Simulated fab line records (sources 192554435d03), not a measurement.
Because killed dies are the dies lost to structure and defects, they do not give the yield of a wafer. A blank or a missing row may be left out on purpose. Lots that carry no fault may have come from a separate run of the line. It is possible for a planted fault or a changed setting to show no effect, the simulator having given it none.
Split-lot experiment ; flow n5Finfet ; route with 1938 steps; 7 lots, 39 wafers read

## ABOUT THE SPLIT
At N5_DUMMY_GATE_CVD_03 (deposits a-Si from SiH4, target thk 150 nm, time 8042 s), the setting timeS was moved away from the recipe's 8042 s on 30 of the 39 wafers read, by -1.6% to +0.9%. For the rest of the wafers, this setting stayed at what the recipe calls for.

Reading taken at the split's own step.

## THE READING
a-Si_of_DUMMY_GATE_CVD_03.thkNm (the simulator's own value, which no gauge read), in nm, at N5_DUMMY_GATE_CVD_03 (deposits a-Si from SiH4, target thk 150 nm, time 8042 s). The file does not state a usual value for it. The 9 wafers here that ran the recipe average 149.0 nm, standard deviation 0.92 nm.

wafer;tool, chamber at the split;timeS as run, s;against the recipe;a-Si_of_DUMMY_GATE_CVD_03.thkNm, nm;against lot-mates on the recipe
L074.1;-, -;8116;+0.9%;153;no lot-mate on the recipe
L074.4;-, -;8116;+0.9%;153;no lot-mate on the recipe
L074.2;-, -;8116;+0.9%;152.8;no lot-mate on the recipe
L074.3;-, -;8116;+0.9%;151.8;no lot-mate on the recipe
L074.5;-, -;8116;+0.9%;152.2;no lot-mate on the recipe
L074.6;-, -;8116;+0.9%;152.4;no lot-mate on the recipe
L076.1;-, -;7993;-0.6%;149.8;no lot-mate on the recipe
L076.2;-, -;7993;-0.6%;150.2;no lot-mate on the recipe
L076.3;-, -;7993;-0.6%;149.6;no lot-mate on the recipe
L076.4;-, -;7993;-0.6%;150.4;no lot-mate on the recipe
L076.5;-, -;7993;-0.6%;150;no lot-mate on the recipe
L076.6;-, -;7993;-0.6%;150.6;no lot-mate on the recipe
L078.1;-, -;7926;-1.4%;145.8;no lot-mate on the recipe
L078.3;-, -;7926;-1.4%;145.8;no lot-mate on the recipe
L078.5;-, -;7926;-1.4%;145.8;no lot-mate on the recipe
L078.6;-, -;7926;-1.4%;145.8;no lot-mate on the recipe
L078.2;-, -;7926;-1.4%;145.2;no lot-mate on the recipe
L078.4;-, -;7926;-1.4%;146.4;no lot-mate on the recipe
L079.1;-, -;7917;-1.6%;146.8;no lot-mate on the recipe
L079.5;-, -;7917;-1.6%;146.8;no lot-mate on the recipe
L079.2;-, -;7917;-1.6%;147.6;no lot-mate on the recipe
L079.3;-, -;7917;-1.6%;147.2;no lot-mate on the recipe
L079.4;-, -;7917;-1.6%;148.8;no lot-mate on the recipe
L079.6;-, -;7917;-1.6%;146.4;no lot-mate on the recipe
L087.1;-, -;7977;-0.8%;147;no lot-mate on the recipe
L087.2;-, -;7977;-0.8%;147.4;no lot-mate on the recipe
L087.3;-, -;7977;-0.8%;148;no lot-mate on the recipe
L087.4;-, -;7977;-0.8%;146.8;no lot-mate on the recipe
L087.6;-, -;7977;-0.8%;146.8;no lot-mate on the recipe
L087.5;-, -;7977;-0.8%;149.2;no lot-mate on the recipe
L090.1;-, -;8042;recipe;149;-
L090.2;-, -;8042;recipe;149.4;-
L090.3;-, -;8042;recipe;147.8;-
L090.6;-, -;8042;recipe;147.8;-
L090.4;-, -;8042;recipe;148.4;-
L090.5;-, -;8042;recipe;148.8;-
L095.1;lpcvd-01, 0/15;8042;recipe;149.6;-
L095.2;lpcvd-01, 0/20;8042;recipe;150.8;-
L095.4;lpcvd-01, 0/29;8042;recipe;149.8;-

THE FIT
A straight line over all 39 wafers: a-Si_of_DUMMY_GATE_CVD_03.thkNm changes by +2.26 nm for each +1% of timeS; r = +0.85; the points scatter about the line by 1.2 nm.
Too few moved wafers with a lot-mate on the recipe to fit a line net of each lot's own level.

## FILE'S OWN FIT
a-Si_of_DUMMY_GATE_CVD_03.thkNm changes by +2.26 nm for each +1% of timeS, r = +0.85.
